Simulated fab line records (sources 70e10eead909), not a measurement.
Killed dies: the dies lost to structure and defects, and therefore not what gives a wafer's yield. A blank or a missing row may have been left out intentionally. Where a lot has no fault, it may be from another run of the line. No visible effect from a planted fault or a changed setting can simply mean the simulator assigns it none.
A lot that was struck, set against a sound lot ; flow nand harc ; 14 steps out of a route of 1159
Sound: wafers L969.1, L969.3, L969.6. Struck: wafers L974.3, L974.5, L974.6. The cause comes at the end.
Per side, at each step with rows, come the tool, then ch with its chambers, and then its first start. Under that, the readings that differ: sound wafers ; struck wafers ; difference of the means ; sigmas: that difference in standard deviations of wafers without a fault.
alike: words and numbers the same on both sides, and readings whose means are apart by under 2 such deviations; not compared: readings that were withheld, readings missing a value for some wafer, numbers with overlapping values and no deviation given by the record, and bounds like >300 which may hide the same value.
The two part at a step that has a row with sigmas, a row that says differs or no value, or rows on one side only. Numbers that don't overlap but have no deviation are shown without sigmas and don't part them. A reading that every wafer of one side lacks parts them only if that side has two wafers or more.

first, 5 steps without rows for these wafers: NHARC_A_STAIRCASE_EBR_285; NHARC_A_STAIRCASE_EXPOSE_286 (exposes mask CHOP 100); NHARC_A_STAIRCASE_PEB_287 (peb time 130 s); NHARC_A_STAIRCASE_DEVELOP_288 (time 140 s); NHARC_A_STAIRCASE_HARDBAKE_290 (time 140 s).
NHARC_A_STAIRCASE_DESCUM_291: chemistry O2, time 3 s.
  sound on rie diel-05 ch 0,1,2, day 13 05:46; struck on rie diel-04 ch 1,2,3, day 14 18:22
  alike: drypump motor current A, oes product au, rf vpp V, showerhead plenum p Torr, throttle valve pct
  not compared: rf hours counter h
NHARC_A_STAIRCASE_ETCH_292: etches the open film in CF4/CHF3.
  sound on rie diel-05 ch 0,1,2, day 13 05:52; struck on rie diel-04 ch 0,1,2, day 14 18:29
  alike: drypump motor current A, oes product au, rf vpp V, showerhead plenum p Torr, throttle valve pct
  not compared: rf hours counter h
NHARC_A_STAIRCASE_HM_OPEN_460: chemistry O2/COS.
  sound on rie diel-05 ch 0,1; struck on rie diel-04 ch 1,2
reading;sound;struck;difference;sigmas
oes product au (a.u.);1.022 1.012 1.017;0.991 0.983 1.013;-0.021;-2
  alike: drypump motor current A, rf vpp V, showerhead plenum p Torr, throttle valve pct
  not compared: rf hours counter h
then, 1 step without rows for these wafers: NHARC_A_STAIRCASE_STRIP_461 (strips in O2/COS).
NHARC_A_STAIRCASE_ETCH_452: etches the open film in CF4/O2, target depth 30 nm, overetch 3 nm, time 16.5 s.
  sound on rie diel-05 ch 0,2,3; struck on rie diel-04 ch 0,1,2
  alike: drypump motor current A, oes_ar_750_au, oes_o_777_au, oes product au, rf vpp V, showerhead plenum p Torr, throttle valve pct
  not compared: rf hours counter h
NHARC_A_STAIRCASE_ETCH_294: etches the open film in C4F8/O2/Ar, target depth 4992 nm, time 1212.4 s.
  sound on rie diel-05 ch 0,1,3; struck on rie diel-04 ch 0,2,3
  alike: oes product au, rf vpp V
  not compared: rf hours counter h
NHARC_A_STAIRCASE_STRIP_295: strips in O2.
  sound on rie diel-05 ch 0,1,3, day 13 07:13; struck on rie diel-04 ch 0,1, day 14 19:53
  no value came back on the struck wafers for any of 7 readings (bias w (W), chamber pressure mTorr (mTorr) and others); on the sound wafers bias w (W) reads 0 0 0
  not compared: rf hours counter h
then, 1 step without rows for these wafers: NHARC_A_STAIRCASE_STRIP_296 (strips in SPM, time 900 s).
NHARC_END_SORT_01:
  the record has rows for the sound wafers here (prober-01 ch 0, day 20 16:08) and none for the struck ones

WHERE THEY PART
First at NHARC_A_STAIRCASE_HM_OPEN_460; last, within this record, at NHARC_END_SORT_01.

WHY: the cause the simulator had injected
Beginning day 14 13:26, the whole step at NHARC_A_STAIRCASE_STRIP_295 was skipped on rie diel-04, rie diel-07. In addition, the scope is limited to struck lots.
